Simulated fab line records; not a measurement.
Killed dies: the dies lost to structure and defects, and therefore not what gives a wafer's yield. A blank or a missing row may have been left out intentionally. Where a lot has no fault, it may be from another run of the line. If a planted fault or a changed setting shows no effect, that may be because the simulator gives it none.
fab line records    flow nand_harc
record lots=15  wafers=43  last_day=32
route steps=1302 shown A_START@389 A_ZERO_WELL@403 A_ONON_D1@444
lots untouched by any fault: they come from a run of this same line in which no faults occurred
start_h: hours from the record's opening day to when the first of the lot's shown wafers began    wait_h: how many hours have passed since the lot's step before this one    " identical to the entry in the row above    L1.1+2: a single row standing in for several wafers    - no value, or no start was given    * or withheld: withheld    < > ~ a bound
route shown NAME@n: a module of which the file shows steps, and the number in the route of the first    usual: the fault-free wafers' mean and standard deviation    same: alike in all rows    chamber/n: place in a boat    sites: per-site readings    _std_site: how widely they spread, as a standard deviation    _edge_site: outer sites' mean less inner sites'    radius_mm: how far each site lies from the wafer's centre    mask NAME#n: copy n    behind: tool/chamber where the wafer was last shaped    hold: why the lot went on hold/how many hours it stayed there/how the hold came to an end    device: names the non-switching transistor (n, p or np)    end of line: the route-end tests of the same wafers    a step with no rows: only its recipe    killed: dies lost to structure and defects at the first sort, not the wafer's yield    map: dies across one wafer; x = killed, . = not, _ = none there
set.NAME: setting as actually run; set.NAME@STEP: the setting as run at that earlier step    model.NAME: the simulator's own value behind a step, which no gauge read
route steps across a sampled set of lots; one table per step, one row per wafer
services: the hour from which a tool's chamber was out of use, counted from the record's first day as start_h (under 0 if before that day), plus the number of hours and why
## steps
# step NHARC_A_START_INSPECT_01
# usual raw_defect_count=3.6/1.9
lot.wafer  tool               chamber  start_h  wait_h  raw_defect_count
L883.1     defect_inspect-01  -        140.79   -       4
L883.2     "                  -        "        "       0
L883.5     "                  -        "        "       6
L884.1     defect_inspect-02  -        146.03   -       1
L884.2     "                  -        "        "       2
L884.3     "                  -        "        "       7
L885.1     defect_inspect-02  -        152.24   -       4
L885.4     "                  -        "        "       2
L885.5     "                  -        "        "       3
L886.2     defect_inspect-01  -        162.67   -       1
L886.5     "                  -        "        "       2
L886.6     "                  -        "        "       5
L888.2     defect_inspect-01  -        184.82   -       4
L888.4     "                  -        "        "       3
L888.5     "                  -        "        "       6
L890.2     defect_inspect-02  -        210.20   -       1
L890.3     "                  -        "        "       2
L890.6     "                  -        "        "       10
L891.3     defect_inspect-01  -        232.95   -       2
L891.4     "                  -        "        "       4
L892.2     defect_inspect-02  -        233.62   -       4
L892.4     "                  -        "        "       0
L892.6     "                  -        "        "       5
L893.3     defect_inspect-02  -        234.55   -       3
L893.4     "                  -        "        "       6
L893.5     "                  -        "        "       3
L894.2     defect_inspect-01  -        249.19   -       1
L894.6     "                  -        "        "       3
L898.1     defect_inspect-02  -        284.17   -       4
L898.4     "                  -        "        "       4
L898.6     "                  -        "        "       5
L900.1     defect_inspect-02  -        306.67   -       3
L900.4     "                  -        "        "       7
L900.6     "                  -        "        "       3
L902.1     defect_inspect-02  -        322.40   -       3
L902.5     "                  -        "        "       3
L902.6     "                  -        "        "       3
L901.4     defect_inspect-02  -        323.07   -       5
L901.5     "                  -        "        "       3
L901.6     "                  -        "        "       4
L903.1     defect_inspect-01  -        342.81   -       2
L903.4     "                  -        "        "       8
L903.5     "                  -        "        "       4
# step NHARC_A_ZERO_WELL_DESCUM_12
# recipe time_s=3  o2_flow_sccm=200  ar_flow_sccm=0  bias_power_w=0  chemistry=O2
# usual drypump_motor_current_A=5.8/0.36  mfc_ar_sccm=0.009/0.0097  oes_product_au=0.997/0.0068  rf_vpp_V=57.8/0.9  showerhead_plenum_p_Torr=1.92/0.096  throttle_valve_pct=11.310/0.0089
# same bias_power_w=0
lot.wafer  tool         chamber  start_h  wait_h  drypump_motor_current_A  mfc_ar_sccm  oes_product_au  rf_hours_counter_h  rf_vpp_V  showerhead_plenum_p_Torr  throttle_valve_pct
L883.2     rie_diel-06  2        141.79   -       6.5                      0            0.995           0                   57.0      1.82                      11.330
L883.1     "            3        "        "       5.5                      0.012        1.001           0                   57.5      1.80                      11.321
L883.5     "            2        "        "       6.5                      0            0.999           -                   57.3      1.82                      11.325
L884.2     rie_diel-06  3        147.02   -       5.5                      0.012        0.996           0                   58.8      1.80                      11.308
L884.3     "            1        "        "       5.7                      0.017        0.994           0                   58.0      2.05                      11.305
L884.1     "            2        "        "       6.6                      0            0.984           0                   58.9      1.82                      11.327
L885.1     rie_diel-06  3        153.24   -       5.5                      0.012        0.989           0                   57.2      1.80                      11.312
L885.4     "            1        "        "       5.8                      0.017        1.001           0                   59.0      2.05                      11.318
L885.5     "            0        "        "       5.8                      0            0.988           -                   57.2      1.88                      11.306
L886.2     rie_diel-07  2        163.69   -       5.5                      0.021        1.001           13                  58.3      1.91                      11.287
L886.6     "            0        "        "       5.0                      0            1.009           -                   57.1      1.81                      11.311
L886.5     "            2        "        "       5.5                      0.021        1.003           -                   60.3      1.91                      11.297
L888.4     rie_diel-06  0        185.81   -       5.8                      0            0.995           1                   59.1      1.88                      11.307
L888.2     "            1        "        "       5.7                      0.017        1.002           1                   58.3      2.05                      11.314
L888.5     "            1        "        "       5.7                      0.017        0.997           -                   59.5      2.05                      11.291
L890.3     rie_diel-06  2        211.09   -       6.6                      0            0.988           2                   57.3      1.81                      11.303
L890.2     "            0        "        "       5.8                      0            0.991           1                   57.2      1.88                      11.303
L890.6     "            1        "        "       5.7                      0.017        0.990           -                   57.5      2.05                      11.321
L891.4     rie_diel-07  0        233.83   -       5.0                      0            0.999           39                  56.9      1.80                      11.307
L891.3     "            2        "        "       5.6                      0.021        0.996           40                  56.4      1.90                      11.319
L892.4     rie_diel-06  0        234.48   -       5.7                      0            0.992           2                   57.4      1.88                      11.322
L892.2     "            3        "        "       5.5                      0.012        1.001           2                   57.0      1.80                      11.302
L892.6     "            0        "        "       5.7                      0            0.995           -                   57.5      1.88                      11.299
L893.4     rie_diel-01  3        235.42   -       5.6                      0            0.993           4                   55.8      1.85                      11.300
L893.3     "            2        "        "       5.9                      0            0.989           4                   60.5      1.90                      11.302
L893.5     "            3        "        "       5.6                      0            0.996           -                   57.9      1.85                      11.308
L894.2     rie_diel-06  3        250.20   -       5.5                      0.012        0.989           2                   57.1      1.80                      11.295
L894.6     "            1        "        "       5.7                      0.017        1.000           -                   57.9      2.05                      11.313
L898.1     rie_diel-06  0        285.19   -       5.8                      0            1.007           3                   57.0      1.88                      11.315
L898.4     "            1        "        "       5.7                      0.017        0.998           3                   57.2      2.05                      11.291
L898.6     "            0        "        "       5.7                      0            0.993           -                   58.7      1.88                      11.305
L900.1     rie_diel-07  2        307.54   -       5.5                      0.021        0.995           0                   58.7      1.89                      11.320
L900.4     "            3        "        "       6.3                      0.003        1.003           0                   56.6      2.01                      11.312
L900.6     "            3        "        "       6.3                      0.003        0.999           -                   58.3      2.01                      11.315
L902.1     rie_diel-07  1        323.42   -       6.0                      0.018        1.011           4                   57.5      1.91                      11.318
L902.5     "            3        "        "       6.3                      0.003        1.010           -                   58.6      2.01                      11.310
L902.6     "            0        "        "       5.0                      0            1.006           -                   57.7      1.79                      11.306
L901.5     rie_diel-01  1        324.09   -       5.9                      0.026        0.999           -                   58.3      2.01                      11.309
L901.4     "            2        "        "       5.9                      0            0.994           -                   59.1      1.90                      11.305
L901.6     "            0        "        "       6.0                      0.020        0.994           -                   58.2      2.04                      11.321
L903.1     rie_diel-01  2        343.71   -       5.9                      0            0.997           20                  56.3      1.90                      11.305
L903.4     "            3        "        "       5.6                      0            0.994           18                  57.8      1.85                      11.319
L903.5     "            0        "        "       6.0                      0.020        0.988           -                   58.0      2.04                      11.307
# step NHARC_A_ZERO_WELL_RTA_16
# recipe temp_c=1000  time_s=10
# usual lamp_power_pct=29.6/0.44  lamp_zone_4_pct=29.6/0.44  lamp_zone_6_pct=29.5/0.44  wafer_temp_C_max=1005.6/2
lot.wafer  tool           chamber  start_h  wait_h  lamp_power_pct  lamp_zone_4_pct  lamp_zone_6_pct  wafer_temp_C_max
L883.1     rtp_anneal-02  0        142.89   -       29.1            29.2             29.1             1004.1
L883.2     "              0        "        "       29.2            29.2             29.1             1004.4
L883.5     "              0        "        "       29.2            29.2             29.2             1004.3
L884.1     rtp_anneal-01  0        148.13   -       30.1            30.1             30.0             1008.6
L884.2     "              0        "        "       30.1            30.1             30.1             1006.6
L884.3     "              0        "        "       30.2            30.2             30.1             1009.4
L885.1     rtp_anneal-02  0        154.35   -       29.2            29.2             29.1             1004.7
L885.4     "              0        "        "       29.3            29.2             29.2             1002.8
L885.5     "              0        "        "       29.2            29.3             29.2             1004.0
L886.2     rtp_anneal-01  0        164.83   -       30.1            30.0             30.0             1004.9
L886.5     "              0        "        "       30.1            30.1             29.9             1007.4
L886.6     "              0        "        "       30.1            30.0             30.0             1006.4
L888.2     rtp_anneal-01  0        186.94   -       30.1            30.1             30.1             1010.5
L888.4     "              0        "        "       30.1            30.1             30.0             1006.6
L888.5     "              0        "        "       30.1            30.1             30.1             1007.2
L890.2     rtp_anneal-02  0        212.22   -       29.3            29.2             29.2             1003.7
L890.3     "              0        "        "       29.3            29.3             29.1             1003.2
L890.6     "              0        "        "       29.3            29.2             29.2             1004.2
L891.3     rtp_anneal-02  0        235.17   -       29.3            29.2             29.1             1003.1
L891.4     "              0        "        "       29.3            29.3             29.1             1003.8
L892.2     rtp_anneal-01  0        235.63   -       30.1            30.2             30.0             1006.9
L892.4     "              0        "        "       30.2            30.1             30.0             1007.7
L892.6     "              0        "        "       30.1            30.1             30.0             1007.5
L893.3     rtp_anneal-02  0        236.61   -       29.2            29.2             29.1             1004.5
L893.4     "              0        "        "       29.2            29.3             29.2             1003.8
L893.5     "              0        "        "       29.2            29.2             29.2             1003.8
L894.2     rtp_anneal-01  0        251.32   -       30.1            30.1             30.1             1006.6
L894.6     "              0        "        "       30.1            30.1             30.1             1006.4
L898.1     rtp_anneal-02  0        286.30   -       29.2            29.2             29.2             1005.0
L898.4     "              0        "        "       29.3            29.2             29.2             1004.8
L898.6     "              0        "        "       29.3            29.2             29.2             1004.5
L900.1     rtp_anneal-02  0        308.64   -       29.2            29.2             29.1             1005.4
L900.4     "              0        "        "       29.1            29.2             29.1             1005.3
L900.6     "              0        "        "       29.3            29.2             29.2             1004.6
L902.1     rtp_anneal-02  0        324.50   -       29.2            29.2             29.1             1003.9
L902.5     "              0        "        "       29.2            29.2             29.2             1004.2
L902.6     "              0        "        "       29.1            29.2             29.2             1003.8
L901.4     rtp_anneal-01  0        325.28   -       30.1            30.1             30.1             1007.6
L901.5     "              0        "        "       30.1            30.1             30.1             1006.8
L901.6     "              0        "        "       30.1            30.1             30.1             1007.2
L903.1     rtp_anneal-02  0        345.26   -       29.3            29.3             29.2             1004.4
L903.4     "              0        "        "       29.3            29.2             29.2             1003.4
L903.5     "              0        "        "       29.2            29.3             29.2             1002.7
# step NHARC_A_ONON_D1_DEP_28
# recipe target_thk_a=10000  n2_flow_sccm=2750  n2o_flow_sccm=2000  nh3_flow_sccm=500  sih4_flow_sccm=210  temp_c=400
lot.wafer   tool           chamber  start_h  wait_h
L883.1+2+5  pecvd_onon-04  0        177.75   0.1
L884.1+2+3  pecvd_onon-04  0        181.84   0.1
L885.1+4+5  pecvd_onon-01  0        189.38   0.1
L886.2+5+6  pecvd_onon-03  0        197.32   0.1
L888.2+4+5  pecvd_onon-03  0        220.27   0.1
L890.2+3+6  pecvd_onon-01  0        251.48   0.1
L891.3+4    pecvd_onon-03  0        272.02   0.2
L893.3+4+5  pecvd_onon-04  0        272.16   0.2
L892.2+4+6  pecvd_onon-03  0        272.31   0.1
L894.2+6    pecvd_onon-03  0        287.72   0.1
L898.1+4+6  pecvd_onon-01  0        320.12   0.1
L900.1+4+6  pecvd_onon-03  0        347.85   0.1
L902.1+5+6  pecvd_onon-01  0        357.08   0.1
L901.4+5+6  pecvd_onon-04  0        357.25   0.2
L903.1+4+5  pecvd_onon-01  0        377.67   0.1
# step NHARC_A_ONON_D1_THK_MEAS_30
# recipe thk_meas_gauge=ellipsometry
# usual thk_nm=1002/9.7
lot.wafer  tool           chamber  start_h  wait_h  thk_nm
L883.1     film_metro-02  -        178.26   -       1006
L883.2     "              -        "        "       1007
L883.5     "              -        "        "       1006
L884.1     film_metro-02  -        182.35   -       1006
L884.2     "              -        "        "       1008
L884.3     "              -        "        "       1008
L885.1     film_metro-02  -        189.89   -       1018
L885.4     "              -        "        "       1019
L885.5     "              -        "        "       1020
L886.2     film_metro-02  -        197.77   -       1002
L886.5     "              -        "        "       1003
L886.6     "              -        "        "       1001
L888.2     film_metro-01  -        220.73   -       1012
L888.4     "              -        "        "       1013
L888.5     "              -        "        "       1011
L890.2     film_metro-01  -        251.93   -       997
L890.3     "              -        "        "       998
L890.6     "              -        "        "       998
L891.3     film_metro-02  -        272.41   -       583
L891.4     "              -        "        "       1009
L893.3     film_metro-01  -        272.55   -       1011
L893.4     "              -        "        "       1012
L893.5     "              -        "        "       1012
L892.2     film_metro-02  -        272.76   -       576
L892.4     "              -        "        "       1005
L892.6     "              -        "        "       1005
L894.2     film_metro-01  -        288.18   -       562
L894.6     "              -        "        "       988
L898.1     film_metro-01  -        320.64   -       1017
L898.4     "              -        "        "       1016
L898.6     "              -        "        "       1017
L900.1     film_metro-01  -        348.36   -       994
L900.4     "              -        "        "       991
L900.6     "              -        "        "       993
L901.4     film_metro-02  -        357.59   -       1013
L901.5     "              -        "        "       1013
L901.6     "              -        "        "       1014
L902.1     film_metro-01  -        357.59   -       1004
L902.5     "              -        "        "       1004
L902.6     "              -        "        "       1004
L903.1     film_metro-01  -        378.18   -       998
L903.4     "              -        "        "       997
L903.5     "              -        "        "       999
## services
tool           chamber  start_h  hours  kind
rie_diel-07    -        118.15   9.0    pm
rie_diel-06    -        130.20   9.0    pm
rie_diel-06    0        130.20   9.0    vent_cycle
pecvd_onon-04  -        130.30   13.0   pm
rie_diel-07    -        140.42   0.7    repair
rie_diel-01    3        151.56   4.5    repair
rie_diel-07    1        161.82   5.7    repair
rie_diel-01    2        186.27   8.3    repair
rie_diel-07    1        191.70   6.8    repair
rie_diel-01    -        204.32   9.0    pm
pecvd_onon-03  -        227.04   13.0   pm
rie_diel-01    -        227.42   0.2    repair
rie_diel-06    -        233.58   0.5    repair
rie_diel-07    3        244.33   22.3   repair
rie_diel-06    2        256.05   3.1    repair
pecvd_onon-01  -        269.00   13.0   pm
rie_diel-07    2        275.92   5.5    repair
rtp_anneal-01  -        290.06   0.6    repair
rie_diel-07    -        295.66   9.0    pm
rie_diel-01    3        305.68   3.7    repair
rie_diel-06    -        307.20   9.0    pm
pecvd_onon-04  -        311.30   13.0   pm
rie_diel-01    3        322.22   2.5    repair
rtp_anneal-01  -        372.00   12.0   pm
## key
first_sign step=NHARC_A_ONON_D1_THK_MEAS_30  reading=thk_nm  direction=down  sigmas=44  usual=1002  struck=573
effect none on later readings
met_at NHARC_A_ONON_D1_DEP_28
struck_lots L891,L892,L894
struck_wafers L891.3,L892.2,L894.2
later_rows_left_out L891.3,L892.2,L894.2
sort_left_out L891.3,L892.2,L894.2
tester_left_out L891,L892,L894
not_acting_at NHARC_A_START_INSPECT_01,NHARC_A_ZERO_WELL_DESCUM_12,NHARC_A_ZERO_WELL_RTA_16
onset_between 220.27 272.02
fault kind=process_parameter_drift  tool=pecvd_onon-03  chamber=-  onset_h=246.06  steps=NHARC_A_ONON_D1_DEP_28  channel=target_thk_a  offset=*  shape=step  end_h=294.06  scope=struck_wafers_only  acts_in=*  stated=*
# tester_left_out: of these lots the tester's yield and bins aren't shown, on N5 and GAA mostly nor the transistor test; their killed dies are dies lost to structure and defects alone, not to doping, threshold or leakage, so they don't give the yield
# sort_left_out: the simulated sort isn't trusted on such a fault, so these wafers' sort isn't shown, and their yield isn't known
# later_rows_left_out: the simulator's readings of these wafers behind a module that went badly wrong aren't trusted and aren't shown, but for the sort
